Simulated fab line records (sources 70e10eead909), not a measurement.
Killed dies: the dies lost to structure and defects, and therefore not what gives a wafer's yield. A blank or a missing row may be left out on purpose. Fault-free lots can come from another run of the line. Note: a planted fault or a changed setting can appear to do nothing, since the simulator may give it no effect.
Which tool did it? + flow nand-harc + 24 lots, 72 wafers sampled, at 6 steps of a route of 1159

WHAT THE GAUGES READ, wafer by wafer
No reading from a measuring or inspecting step in the record can be judged against a usual standard deviation.

WHICH TOOL RAN EACH LOT (tool, then ch and the chambers of the sampled wafers, then the start)
| lot  | NHARC_A_CHANNEL_FILL_D1_STRIP_29              | NHARC_A_STAIRCASE_DEP_156       | NHARC_A_STAIRCASE_DESCUM_11        | NHARC_A_STAIRCASE_ETCH_21                     | NHARC_A_STAIRCASE_TRIM_187         | NHARC_A_STAIRCASE_ETCH_188     |
|------|-----------------------------------------------|---------------------------------|------------------------------------|-----------------------------------------------|------------------------------------|--------------------------------|
| L075 | rie-diel-05 ch 0,2,3, day 11 01:11 or earlier | pecvd-04 ch 0,1, day 11 01:11   | rie-diel-07 ch 1,2,3, day 11 03:59 | rie-diel-01 ch 1,2,3, day 11 07:43 or earlier | rie-diel-07 ch 0,2, day 11 07:43   | rie-diel-07 ch 1,3, no start   |
| L074 | rie-diel-06 ch 0,1,2, day 11 01:04 or earlier | pecvd-03 ch 0,1, day 11 01:04   | rie-diel-01 ch 1,3, day 11 03:45   | rie-diel-02 ch 1,2,3, day 11 08:18 or earlier | rie-diel-02 ch 0,1,3, day 11 08:18 | rie-diel-02 ch 1,2, no start   |
| L076 | rie-diel-06 ch 0,1,2, day 11 05:29 or earlier | pecvd-03 ch 0,1,2, day 11 05:29 | rie-diel-07 ch 0,2,3, day 11 08:24 | rie-diel-02 ch 0,1,2, day 11 12:23 or earlier | rie-diel-01 ch 0,1,2, day 11 12:23 | rie-diel-01 ch 1,3, no start   |
| L077 | rie-diel-05 ch 0,3, day 11 05:24 or earlier   | pecvd-04 ch 0,1,2, day 11 05:24 | rie-diel-07 ch 0,3, day 11 08:09   | rie-diel-01 ch 1,2, day 11 13:35 or earlier   | rie-diel-07 ch 1,2, day 11 13:35   | rie-diel-07 ch 0,3, no start   |
| L079 | rie-diel-05 ch 1,2,3, day 11 14:04 or earlier | pecvd-01 ch 0,2, day 11 14:04   | rie-diel-07 ch 0,3, day 11 18:10   | rie-diel-07 ch 0,1,3, day 11 22:35 or earlier | rie-diel-02 ch 0,2,3, day 11 22:35 | rie-diel-02 ch 1,2, no start   |
| L078 | rie-diel-04 ch 0,1,2, day 11 14:10 or earlier | pecvd-03 ch 0,2, day 11 14:10   | rie-diel-02 ch 0,2,3, day 11 18:36 | rie-diel-01 ch 1,2,3, day 11 23:13 or earlier | rie-diel-01 ch 0,1,2, day 11 23:13 | rie-diel-01 ch 0,2,3, no start |
| L081 | rie-diel-05 ch 0,2,3, day 12 04:25 or earlier | pecvd-01 ch 0,2, day 12 04:25   | rie-diel-07 ch 1,2,3, day 12 07:43 | rie-diel-01 ch 0,1,3, day 12 11:29 or earlier | rie-diel-01 ch 2,3, day 12 11:29   | rie-diel-01 ch 1,2,3, no start |
| L080 | rie-diel-06 ch 0,2,3, day 12 04:35 or earlier | pecvd-03 ch 0,1,2, day 12 04:35 | rie-diel-02 ch 0,2,3, day 12 07:53 | rie-diel-02 ch 0,2,3, day 12 11:46 or earlier | rie-diel-07 ch 0,2,3, day 12 11:46 | rie-diel-07 ch 0,2,3, no start |
| L083 | rie-diel-06 ch 0,2,3, day 12 21:27 or earlier | pecvd-01 ch 0,1,2, day 12 21:27 | rie-diel-02 ch 0,1,2, day 13 00:22 | rie-diel-07 ch 0,1,3, day 13 06:29 or earlier | rie-diel-01 ch 0,1,2, day 13 06:29 | rie-diel-01 ch 0,2,3, no start |
| L082 | rie-diel-05 ch 1,2,3, day 12 21:23 or earlier | pecvd-03 ch 0,1,2, day 12 21:23 | rie-diel-07 ch 0,1,2, day 13 00:12 | rie-diel-01 ch 0,1,2, day 13 07:14 or earlier | rie-diel-01 ch 1,2,3, day 13 07:14 | rie-diel-01 ch 0,1,2, no start |
| L085 | rie-diel-05 ch 0,2,3, day 13 00:46 or earlier | pecvd-04 ch 1,2, day 13 00:46   | rie-diel-07 ch 1,2,3, day 13 05:20 | rie-diel-01 ch 0,1,2, day 13 09:35 or earlier | rie-diel-01 ch 2,3, day 13 09:35   | rie-diel-01 ch 1,2, no start   |
| L084 | rie-diel-04 ch 0,1,2, day 13 00:50 or earlier | pecvd-03 ch 0,1,2, day 13 00:50 | rie-diel-02 ch 1,2, day 13 05:44   | rie-diel-07 ch 0,1,3, day 13 10:13 or earlier | rie-diel-07 ch 2,3, day 13 10:13   | rie-diel-07 ch 2,3, no start   |
| L086 | rie-diel-06 ch 0,1,2, day 13 16:36 or earlier | pecvd-01 ch 1,2, day 13 16:36   | rie-diel-01 ch 0,3, day 13 19:23   | rie-diel-01 ch 0,3, day 13 23:22 or earlier   | rie-diel-01 ch 0,1,2, day 13 23:22 | rie-diel-01 ch 1,2, no start   |
| L088 | rie-diel-05 ch 1,3, day 13 16:44 or earlier   | pecvd-01 ch 0,1, day 13 16:44   | rie-diel-02 ch 1,2,3, day 13 19:41 | rie-diel-02 ch 1,3, day 14 01:59 or earlier   | rie-diel-01 ch 1,2,3, day 14 01:59 | rie-diel-01 ch 2,3, no start   |
| L087 | rie-diel-04 ch 0,2,3, day 13 20:38 or earlier | pecvd-03 ch 0,1,2, day 13 20:38 | rie-diel-07 ch 1,2, day 13 23:59   | rie-diel-07 ch 0,2,3, day 14 04:01 or earlier | rie-diel-07 ch 0,2,3, day 14 04:01 | rie-diel-07 ch 0,1,3, no start |
| L090 | rie-diel-06 ch 1,3, day 14 22:13 or earlier   | pecvd-01 ch 0,1,2, day 14 22:13 | rie-diel-01 ch 0,1,2, day 15 01:28 | rie-diel-01 ch 0,1,2, day 15 05:29 or earlier | rie-diel-02 ch 1,2, day 15 05:29   | rie-diel-02 ch 1,2,3, no start |
| L091 | rie-diel-04 ch 0,2,3, day 14 22:25 or earlier | pecvd-03 ch 0,1,2, day 14 22:25 | rie-diel-02 ch 1,2,3, day 15 01:38 | rie-diel-02 ch 1,2, day 15 06:59 or earlier   | rie-diel-07 ch 0,1,3, day 15 06:59 | rie-diel-07 ch 2,3, no start   |
| L092 | rie-diel-05 ch 0,2,3, day 15 02:02 or earlier | pecvd-01 ch 0,1,2, day 15 02:02 | rie-diel-01 ch 0,2,3, day 15 06:16 | rie-diel-01 ch 1,2,3, day 15 10:08 or earlier | rie-diel-01 ch 0,1,3, day 15 10:08 | rie-diel-01 ch 0,2,3, no start |
| L089 | rie-diel-06 ch 0,2,3, day 15 01:52 or earlier | pecvd-03 ch 0,2, day 15 01:52   | rie-diel-01 ch 0,1,3, day 15 04:48 | rie-diel-07 ch 0,2, day 15 08:31 or earlier   | rie-diel-02 ch 1,2,3, day 15 08:31 | rie-diel-02 ch 1,2,3, no start |
| L093 | rie-diel-06 ch 1,2,3, day 15 06:09 or earlier | pecvd-01 ch 0,1,2, day 15 06:09 | rie-diel-01 ch 0,1,2, day 15 08:47 | rie-diel-01 ch 2,3, day 15 12:47 or earlier   | rie-diel-01 ch 0,2,3, day 15 12:47 | rie-diel-01 ch 0,1, no start   |
| L094 | rie-diel-06 ch 1,2, day 15 14:55 or earlier   | pecvd-03 ch 0,2, day 15 14:55   | rie-diel-01 ch 0,1, day 15 17:41   | rie-diel-01 ch 0,2,3, day 15 22:06 or earlier | rie-diel-07 ch 1,3, day 15 22:06   | rie-diel-07 ch 1,2,3, no start |
| L097 | rie-diel-06 ch 0,1, day 15 20:59 or earlier   | pecvd-03 ch 0,2, day 15 20:59   | rie-diel-01 ch 0,1,2, day 16 00:10 | rie-diel-01 ch 2,3, day 16 06:13 or earlier   | rie-diel-01 ch 1,2,3, day 16 06:13 | rie-diel-01 ch 0,1, no start   |
| L095 | rie-diel-04 ch 0,1,2, day 15 20:59 or earlier | pecvd-04 ch 0,1,2, day 15 20:59 | rie-diel-07 ch 0,1, day 15 23:56   | rie-diel-01 ch 0,1,2, day 16 06:29 or earlier | rie-diel-01 ch 0,2,3, day 16 06:29 | rie-diel-01 ch 0,1,2, no start |
| L096 | rie-diel-05 ch 0,1,3, day 16 05:17 or earlier | pecvd-03 ch 0,1,2, day 16 05:17 | rie-diel-02 ch 0,1,3, day 16 08:01 | rie-diel-07 ch 1,2,3, day 16 12:21 or earlier | rie-diel-07 ch 0,2,3, day 16 12:21 | rie-diel-07 ch 0,2,3, no start |
- NHARC_A_CHANNEL_FILL_D1_STRIP_29: strips in O2, time 20 s.
- NHARC_A_STAIRCASE_DEP_156: deposits SiNx, target thk 50 nm.
- NHARC_A_STAIRCASE_DESCUM_11: chemistry O2, time 3 s.
- NHARC_A_STAIRCASE_ETCH_21: etches the open film in C4F8/O2, target depth 100 nm, time 40.5 s.
- NHARC_A_STAIRCASE_TRIM_187: chemistry O2, time 211.2 s.
- NHARC_A_STAIRCASE_ETCH_188: etches the open film in C4F8/O2, target depth 100 nm, time 40.5 s.

WHAT THE TOOLS THEMSELVES READ (means of the sampled wafers that have a number; where no wafer has one, the mark that the record gives instead)
NHARC_A_CHANNEL_FILL_D1_STRIP_29.
| lot  | tool        | drypump-motor-current-A (A) | oes-product-au (a.u.) | rf-vpp-V (V) | showerhead-plenum-p-Torr (Torr) | throttle-valve-pct (%) |
|------|-------------|-----------------------------|-----------------------|--------------|---------------------------------|------------------------|
| L075 | rie-diel-05 | 5.8                         | 1.007                 | 57.6         | 3.57                            | 17.033                 |
| L074 | rie-diel-06 | 6.3                         | 0.993                 | 57.4         | 3.49                            | 17.033                 |
| L076 | rie-diel-06 | 6.2                         | 1.001                 | 58.1         | 3.49                            | 17.038                 |
| L077 | rie-diel-05 | 5.4                         | 0.995                 | 58.8         | 3.70                            | 17.039                 |
| L079 | rie-diel-05 | 5.6                         | 0.989                 | 57.9         | 3.50                            | 17.035                 |
| L078 | rie-diel-04 | 5.4                         | 0.991                 | 57.4         | 3.46                            | 17.040                 |
| L081 | rie-diel-05 | 5.8                         | 1.000                 | 58.3         | 3.57                            | 17.035                 |
| L080 | rie-diel-06 | 6.3                         | 0.985                 | 58.3         | 3.44                            | 17.037                 |
| L083 | rie-diel-06 | 6.3                         | 1.001                 | 58.4         | 3.44                            | 17.037                 |
| L082 | rie-diel-05 | 5.6                         | 0.997                 | 58.1         | 3.50                            | 17.042                 |
| L085 | rie-diel-05 | 5.8                         | 1.004                 | 57.4         | 3.57                            | 17.041                 |
| L084 | rie-diel-04 | 5.4                         | 0.994                 | 57.9         | 3.46                            | 17.031                 |
| L086 | rie-diel-06 | 6.2                         | 0.995                 | 58.2         | 3.49                            | 17.039                 |
| L088 | rie-diel-05 | 5.4                         | 0.984                 | 56.6         | 3.49                            | 17.037                 |
| L087 | rie-diel-04 | 5.7                         | 0.995                 | 57.2         | 3.48                            | 17.035                 |
| L090 | rie-diel-06 | 6.4                         | 0.989                 | 57.6         | 3.44                            | 17.040                 |
| L091 | rie-diel-04 | 5.7                         | 1.000                 | 57.3         | 3.48                            | 17.040                 |
| L092 | rie-diel-05 | 5.8                         | 1.008                 | 58.0         | 3.57                            | 17.040                 |
| L089 | rie-diel-06 | 6.3                         | 1.009                 | 58.4         | 3.44                            | 17.037                 |
| L093 | rie-diel-06 | 6.5                         | 1.003                 | 58.0         | 3.41                            | 17.035                 |
| L094 | rie-diel-06 | 6.4                         | 1.000                 | 57.4         | 3.42                            | 17.028                 |
| L097 | rie-diel-06 | 6.2                         | 0.995                 | 58.4         | 3.52                            | 17.042                 |
| L095 | rie-diel-04 | 5.4                         | 0.997                 | 57.8         | 3.45                            | 17.032                 |
| L096 | rie-diel-05 | 5.5                         | 1.004                 | 58.5         | 3.57                            | 17.038                 |

NHARC_A_STAIRCASE_DEP_156.
| lot  | tool     | heater-power-w (W) |
|------|----------|--------------------|
| L075 | pecvd-04 | 622                |
| L074 | pecvd-03 | 645                |
| L076 | pecvd-03 | 640                |
| L077 | pecvd-04 | 692                |
| L079 | pecvd-01 | 690                |
| L078 | pecvd-03 | 639                |
| L081 | pecvd-01 | 739                |
| L080 | pecvd-03 | 658                |
| L083 | pecvd-01 | 688                |
| L082 | pecvd-03 | 648                |
| L085 | pecvd-04 | 703                |
| L084 | pecvd-03 | 657                |
| L086 | pecvd-01 | 724                |
| L088 | pecvd-01 | 657                |
| L087 | pecvd-03 | 685                |
| L090 | pecvd-01 | 680                |
| L091 | pecvd-03 | 653                |
| L092 | pecvd-01 | 736                |
| L089 | pecvd-03 | 663                |
| L093 | pecvd-01 | 677                |
| L094 | pecvd-03 | 619                |
| L097 | pecvd-03 | 622                |
| L095 | pecvd-04 | 737                |
| L096 | pecvd-03 | 625                |

NHARC_A_STAIRCASE_DESCUM_11.
| lot  | tool        | drypump-motor-current-A (A) | oes-product-au (a.u.) | rf-vpp-V (V) | showerhead-plenum-p-Torr (Torr) | throttle-valve-pct (%) |
|------|-------------|-----------------------------|-----------------------|--------------|---------------------------------|------------------------|
| L075 | rie-diel-07 | 5.92                        | 1.011                 | 58.1         | 1.97                            | 11.319                 |
| L074 | rie-diel-01 | 5.55                        | 0.998                 | 57.4         | 1.80                            | 11.302                 |
| L076 | rie-diel-07 | 5.89                        | 1.010                 | 58.7         | 1.98                            | 11.308                 |
| L077 | rie-diel-07 | 5.74                        | 0.999                 | 58.4         | 2.00                            | 11.304                 |
| L079 | rie-diel-07 | 5.96                        | 0.999                 | 58.5         | 2.00                            | 11.311                 |
| L078 | rie-diel-02 | 5.68                        | 0.999                 | 57.8         | 1.89                            | 11.307                 |
| L081 | rie-diel-07 | 5.93                        | 1.009                 | 57.3         | 1.96                            | 11.311                 |
| L080 | rie-diel-02 | 5.69                        | 0.999                 | 58.5         | 1.89                            | 11.302                 |
| L083 | rie-diel-02 | 6.00                        | 1.001                 | 57.7         | 1.89                            | 11.315                 |
| L082 | rie-diel-07 | 5.71                        | 1.013                 | 58.0         | 1.95                            | 11.312                 |
| L085 | rie-diel-07 | 5.92                        | 1.006                 | 58.3         | 1.96                            | 11.311                 |
| L084 | rie-diel-02 | 6.06                        | 1.002                 | 57.4         | 1.91                            | 11.316                 |
| L086 | rie-diel-01 | 5.76                        | 1.013                 | 57.7         | 1.88                            | 11.312                 |
| L088 | rie-diel-02 | 5.75                        | 0.996                 | 58.3         | 1.90                            | 11.311                 |
| L087 | rie-diel-07 | 5.82                        | 1.002                 | 58.1         | 1.93                            | 11.310                 |
| L090 | rie-diel-01 | 5.60                        | 1.014                 | 58.7         | 1.93                            | 11.321                 |
| L091 | rie-diel-02 | 5.73                        | 0.987                 | 57.8         | 1.90                            | 11.308                 |
| L092 | rie-diel-01 | 5.78                        | 1.011                 | 57.7         | 1.93                            | 11.309                 |
| L089 | rie-diel-01 | 5.65                        | 1.005                 | 58.1         | 1.84                            | 11.319                 |
| L093 | rie-diel-01 | 5.57                        | 1.010                 | 58.2         | 1.93                            | 11.306                 |
| L094 | rie-diel-01 | 5.57                        | 1.007                 | 57.4         | 1.88                            | 11.309                 |
| L097 | rie-diel-01 | 5.57                        | 1.004                 | 58.0         | 1.93                            | 11.310                 |
| L095 | rie-diel-07 | 5.60                        | 1.019                 | 58.3         | 1.96                            | 11.310                 |
| L096 | rie-diel-02 | 5.80                        | 0.996                 | 57.4         | 1.86                            | 11.317                 |

NHARC_A_STAIRCASE_ETCH_21.
| lot  | tool        | oes-product-au (a.u.) | rf-vpp-V (V) |
|------|-------------|-----------------------|--------------|
| L075 | rie-diel-01 | 0.940                 | 888          |
| L074 | rie-diel-02 | 0.934                 | 895          |
| L076 | rie-diel-02 | 0.959                 | 895          |
| L077 | rie-diel-01 | 0.976                 | 887          |
| L079 | rie-diel-07 | 0.933                 | 902          |
| L078 | rie-diel-01 | 0.954                 | 888          |
| L081 | rie-diel-01 | 0.980                 | 891          |
| L080 | rie-diel-02 | 0.938                 | 894          |
| L083 | rie-diel-07 | 0.943                 | 901          |
| L082 | rie-diel-01 | 0.953                 | 891          |
| L085 | rie-diel-01 | 0.935                 | 890          |
| L084 | rie-diel-07 | 0.977                 | 901          |
| L086 | rie-diel-01 | 0.945                 | 892          |
| L088 | rie-diel-02 | 0.935                 | 895          |
| L087 | rie-diel-07 | 0.957                 | 899          |
| L090 | rie-diel-01 | 0.932                 | 897          |
| L091 | rie-diel-02 | 0.926                 | 897          |
| L092 | rie-diel-01 | 0.945                 | 895          |
| L089 | rie-diel-07 | 0.957                 | 897          |
| L093 | rie-diel-01 | 0.950                 | 900          |
| L094 | rie-diel-01 | 0.957                 | 897          |
| L097 | rie-diel-01 | 0.946                 | 894          |
| L095 | rie-diel-01 | 0.951                 | 896          |
| L096 | rie-diel-07 | 0.984                 | 899          |

NHARC_A_STAIRCASE_TRIM_187.
| lot  | tool        | drypump-motor-current-A (A) | oes-product-au (a.u.) | rf-vpp-V (V) | showerhead-plenum-p-Torr (Torr) | throttle-valve-pct (%) |
|------|-------------|-----------------------------|-----------------------|--------------|---------------------------------|------------------------|
| L075 | rie-diel-07 | 5.78                        | 1.007                 | 57.5         | 3.58                            | 17.043                 |
| L074 | rie-diel-02 | 5.82                        | 1.014                 | 57.4         | 3.46                            | 17.030                 |
| L076 | rie-diel-01 | 5.58                        | 1.016                 | 58.0         | 3.39                            | 17.037                 |
| L077 | rie-diel-07 | 5.85                        | 1.017                 | 56.9         | 3.56                            | 17.035                 |
| L079 | rie-diel-02 | 5.70                        | 1.001                 | 56.9         | 3.48                            | 17.038                 |
| L078 | rie-diel-01 | 5.58                        | 1.012                 | 57.3         | 3.39                            | 17.037                 |
| L081 | rie-diel-01 | 5.87                        | 0.997                 | 57.6         | 3.32                            | 17.030                 |
| L080 | rie-diel-07 | 5.89                        | 1.000                 | 57.6         | 3.63                            | 17.032                 |
| L083 | rie-diel-01 | 5.60                        | 1.015                 | 57.6         | 3.38                            | 17.038                 |
| L082 | rie-diel-01 | 5.70                        | 0.991                 | 57.2         | 3.31                            | 17.040                 |
| L085 | rie-diel-01 | 5.87                        | 0.996                 | 57.4         | 3.32                            | 17.032                 |
| L084 | rie-diel-07 | 6.11                        | 1.012                 | 58.0         | 3.64                            | 17.037                 |
| L086 | rie-diel-01 | 5.60                        | 1.005                 | 58.3         | 3.38                            | 17.038                 |
| L088 | rie-diel-01 | 5.70                        | 1.011                 | 56.8         | 3.31                            | 17.032                 |
| L087 | rie-diel-07 | 5.90                        | 1.007                 | 58.1         | 3.62                            | 17.040                 |
| L090 | rie-diel-02 | 5.91                        | 0.983                 | 57.1         | 3.53                            | 17.034                 |
| L091 | rie-diel-07 | 5.80                        | 1.012                 | 58.1         | 3.63                            | 17.034                 |
| L092 | rie-diel-01 | 5.67                        | 1.001                 | 57.5         | 3.40                            | 17.044                 |
| L089 | rie-diel-02 | 5.75                        | 0.985                 | 58.4         | 3.50                            | 17.035                 |
| L093 | rie-diel-01 | 5.79                        | 1.010                 | 57.8         | 3.56                            | 17.040                 |
| L094 | rie-diel-07 | 6.02                        | 1.011                 | 58.2         | 3.65                            | 17.033                 |
| L097 | rie-diel-01 | 5.69                        | 1.013                 | 57.6         | 3.48                            | 17.043                 |
| L095 | rie-diel-01 | 5.79                        | 1.004                 | 57.3         | 3.55                            | 17.038                 |
| L096 | rie-diel-07 | 5.89                        | 1.010                 | 57.3         | 3.61                            | 17.030                 |

NHARC_A_STAIRCASE_ETCH_188.
| lot  | tool        | oes-product-au (a.u.) | rf-vpp-V (V) |
|------|-------------|-----------------------|--------------|
| L075 | rie-diel-07 | 0.965                 | 901          |
| L074 | rie-diel-02 | 0.945                 | 895          |
| L076 | rie-diel-01 | 0.930                 | 889          |
| L077 | rie-diel-07 | 0.950                 | 902          |
| L079 | rie-diel-02 | 0.931                 | 897          |
| L078 | rie-diel-01 | 0.948                 | 891          |
| L081 | rie-diel-01 | 0.944                 | 889          |
| L080 | rie-diel-07 | 0.953                 | 899          |
| L083 | rie-diel-01 | 0.938                 | 891          |
| L082 | rie-diel-01 | 0.941                 | 891          |
| L085 | rie-diel-01 | 0.965                 | 886          |
| L084 | rie-diel-07 | 0.945                 | 900          |
| L086 | rie-diel-01 | 0.941                 | 888          |
| L088 | rie-diel-01 | 0.929                 | 887          |
| L087 | rie-diel-07 | 0.945                 | 900          |
| L090 | rie-diel-02 | 0.944                 | 895          |
| L091 | rie-diel-07 | 0.934                 | 899          |
| L092 | rie-diel-01 | 0.937                 | 896          |
| L089 | rie-diel-02 | 0.932                 | 896          |
| L093 | rie-diel-01 | 0.924                 | 894          |
| L094 | rie-diel-07 | 0.935                 | 898          |
| L097 | rie-diel-01 | 0.933                 | 891          |
| L095 | rie-diel-01 | 0.938                 | 898          |
| L096 | rie-diel-07 | 0.940                 | 899          |

THE ANSWER, worked out from the rows above alone
Rule: what is usual is taken from the lots themselves. The widest of any qualifying gaps counts: lots, ordered by their means at a reading, are off when they make up no more than a third of the lots, leave a main group of 4 or more, and stand apart from it by 3 or more times the standard deviation of that group's means. If all means in a main group match to the digits the tables above print for the reading, that group is not used. A lot without any number at a reading at which 4 lots or more have one is off too. The other lots that the step has rows for count as sound. First the gauges in route order, then the tools' own readings, where a lot's mean is used as printed above. At the first step where some lot is off, the reading lying furthest off is the one used; lots without a number count as furthest.
No lot is off at any reading shown: from this, nothing can be told.

WHAT THE SIMULATOR HAD PUT IN
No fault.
